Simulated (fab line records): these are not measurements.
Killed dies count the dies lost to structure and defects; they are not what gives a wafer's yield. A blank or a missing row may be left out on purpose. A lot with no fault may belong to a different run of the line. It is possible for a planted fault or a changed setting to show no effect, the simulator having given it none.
Split-lot study    flow n5Finfet    39 wafers read from 7 lots, route of 1938 steps

ON THE SPLIT
At N5_BEOL_M12_ILD_DEP_00 (deposits SiOC from DEMS/O2, target thk 658.92 nm, time 130.7 s), the setting targetThkA was moved away from the recipe's 6589.2 angstrom on 18 of the 39 wafers read, by -57.8% to +52.5%. The other wafers ran this setting at the recipe's value.

FROM THE SPLIT TO THE READING: what the file shows between them, 6 steps
- N5_BEOL_M12_THK_MEAS_01
- N5_BEOL_M12_COAT_58: time 60 s, resist thk 89 nm
- N5_BEOL_M12_COAT_04: resist thk 400 nm
- N5_BEOL_M12_DESCUM_15: chemistry O2, time 7.9 s
- N5_BEOL_M12_ETCH_59: etches BARC in N2/H2, target depth 89 nm, overetch 26.7 nm, time 67.9 s
- N5_BEOL_M12_VIA_ETCH_16: etches SiOC in C4F8/O2/Ar, target depth 724.8 nm

THE READING
oesProductAu, in a.u., at N5_BEOL_M12_STRIP_63 (strips in N2/H2). Typical for fault-free wafers on this fab line: 0.693 a.u., with standard deviation 0.0049 a.u.

wafer   tool, chamber at the split  targetThkA as run, angstrom  against the recipe  oesProductAu, a.u.  against lot-mates on the recipe
L075.1  pecvd-03, 0                 6589.2                       recipe              0.700               -
L075.2  pecvd-03, 2                 6589.2                       recipe              0.703               -
L075.3  pecvd-03, 1                 10050                        +52.5%              0.544               -0.157
L075.4  pecvd-03, 0                 6589.2                       recipe              0.700               -
L075.5  pecvd-03, 1                 10050                        +52.5%              0.545               -0.156
L075.6  pecvd-03, 2                 10050                        +52.5%              0.530               -0.171
L077.1  pecvd-04, 0                 8628                         +30.9%              0.660               -0.033
L077.2  pecvd-04, 2                 6589.2                       recipe              0.691               -
L077.3  pecvd-04, 1                 8628                         +30.9%              0.672               -0.021
L077.4  pecvd-04, 2                 8628                         +30.9%              0.660               -0.033
L077.5  pecvd-04, 1,0               6589.2                       recipe              0.697               -
L077.6  pecvd-04, 1,0               6589.2                       recipe              0.691               -
L079.1  pecvd-04, 0                 9432                         +43.1%              0.657               -0.037
L079.2  pecvd-04, 1                 9432                         +43.1%              0.660               -0.034
L079.3  pecvd-04, 2                 6589.2                       recipe              0.691               -
L079.4  pecvd-04, 1                 6589.2                       recipe              0.701               -
L079.5  pecvd-04, 0                 6589.2                       recipe              0.691               -
L079.6  pecvd-04, 2                 9432                         +43.1%              0.645               -0.049
L082.1  pecvd-04, 0                 2782                         -57.8%              0.856               +0.159
L082.2  pecvd-04, 1                 6589.2                       recipe              0.700               -
L082.3  pecvd-04, 2                 2782                         -57.8%              0.858               +0.161
L082.4  pecvd-04, 2,0               6589.2                       recipe              0.690               -
L082.5  pecvd-04, 1                 2782                         -57.8%              0.860               +0.163
L082.6  pecvd-04, 2,0               6589.2                       recipe              0.702               -
L084.1  pecvd-02, 0                 6589.2                       recipe              0.700               -
L084.2  pecvd-02, 1                 6589.2                       recipe              0.695               -
L084.5  pecvd-02, 0                 6589.2                       recipe              0.699               -
L091.1  pecvd-02, 0                 6589.2                       recipe              0.678               -
L091.2  pecvd-02, 2                 5513                         -16.3%              0.701               +0.014
L091.3  pecvd-02, 1                 5513                         -16.3%              0.699               +0.012
L091.4  pecvd-02, 1                 5513                         -16.3%              0.708               +0.021
L091.5  pecvd-02, 0                 6589.2                       recipe              0.690               -
L091.6  pecvd-02, 2                 6589.2                       recipe              0.693               -
L094.1  pecvd-02, 0                 2793                         -57.6%              0.855               +0.156
L094.2  pecvd-02, 1                 6589.2                       recipe              0.697               -
L094.3  pecvd-02, 2                 6589.2                       recipe              0.702               -
L094.4  pecvd-02, 1                 2793                         -57.6%              0.864               +0.165
L094.5  pecvd-02, 2                 6589.2                       recipe              0.697               -
L094.6  pecvd-02, 0                 2793                         -57.6%              0.857               +0.158
Where a row lists several chambers, the file gives one row for several wafers and doesn't say which wafer went through which chamber.

THE FIT
A straight line over all 39 wafers: oesProductAu changes by -0.00239 a.u. for each +1% of targetThkA; r = -0.95; the points scatter about the line by 0.026 a.u.
The same after taking each lot's own level away (the mean of its wafers on the recipe; 39 wafers): -0.00239 a.u. for each +1%; r = -0.95; scatter 0.026 a.u.
Per that fit: largest targetThkA move, reading shift of 0.14 a.u.
From 0.6870 to 0.7010 a.u.: that is the span of the lots' own levels, equal to 2.9 times the standard deviation above.
Consequently the slope shifts little with the lot-to-lot level, the two slopes agreeing.
Check: for one of the wafers moved furthest among these (-57.8%), held out of the fit, the line's prediction against its lot-mates is +0.143 a.u. Against them it came out at +0.159 a.u.

ADDITIONAL SPLITS CARRIED BY THESE WAFERS
Other splits were also applied to these wafers ahead of the reading. Each is held against what the fit with the lots' levels taken away leaves over:
other split on the same wafers           wafers away from the commonest value  r with oesProductAu (lot level and that fit taken away)
N5_BEOL_M10_TRENCH_ETCH_37 targetDepthA  15                                    -0.08

THE WHOLE CHAIN: every reading that the file lists as answering this split, in the file's order
step                     what it does                                                    reading                                                                             change (the file's fit)                    r (the file's)
N5_BEOL_M12_ILD_DEP_00   deposits SiOC from DEMS/O2, target thk 658.92 nm, time 130.7 s  SiOC_of_BEOL_M12_ILD_DEP_00.thkNm (the simulator's own value, which no gauge read)  +6.62 nm for each +1% of the setting       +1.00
N5_BEOL_M12_THK_MEAS_01                                                                  M12_ILD_THK                                                                         +6.62 for each +1% of the setting          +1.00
N5_BEOL_M12_VIA_ETCH_16  etches SiOC in C4F8/O2/Ar, target depth 724.8 nm                etch.depthNm (the simulator's own value, which no gauge read)                       +6.62 nm for each +1% of the setting       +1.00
N5_BEOL_M12_VIA_ETCH_16  etches SiOC in C4F8/O2/Ar, target depth 724.8 nm                coat_of_BEOL_M12_COAT_04.thkNm (the simulator's own value, which no gauge read)     -1.97 nm for each +1% of the setting       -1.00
N5_BEOL_M12_STRIP_63     strips in N2/H2                                                 oesProductAu                                                                        -0.00239 a.u. for each +1% of the setting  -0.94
N5_BEOL_M12_STRIP_63     strips in N2/H2                                                 stripTimeToEndpointS                                                                withheld for each +1% of the setting       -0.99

FILE'S OWN FIT
oesProductAu changes by -0.00239 a.u. for each +1% of targetThkA, r = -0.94.
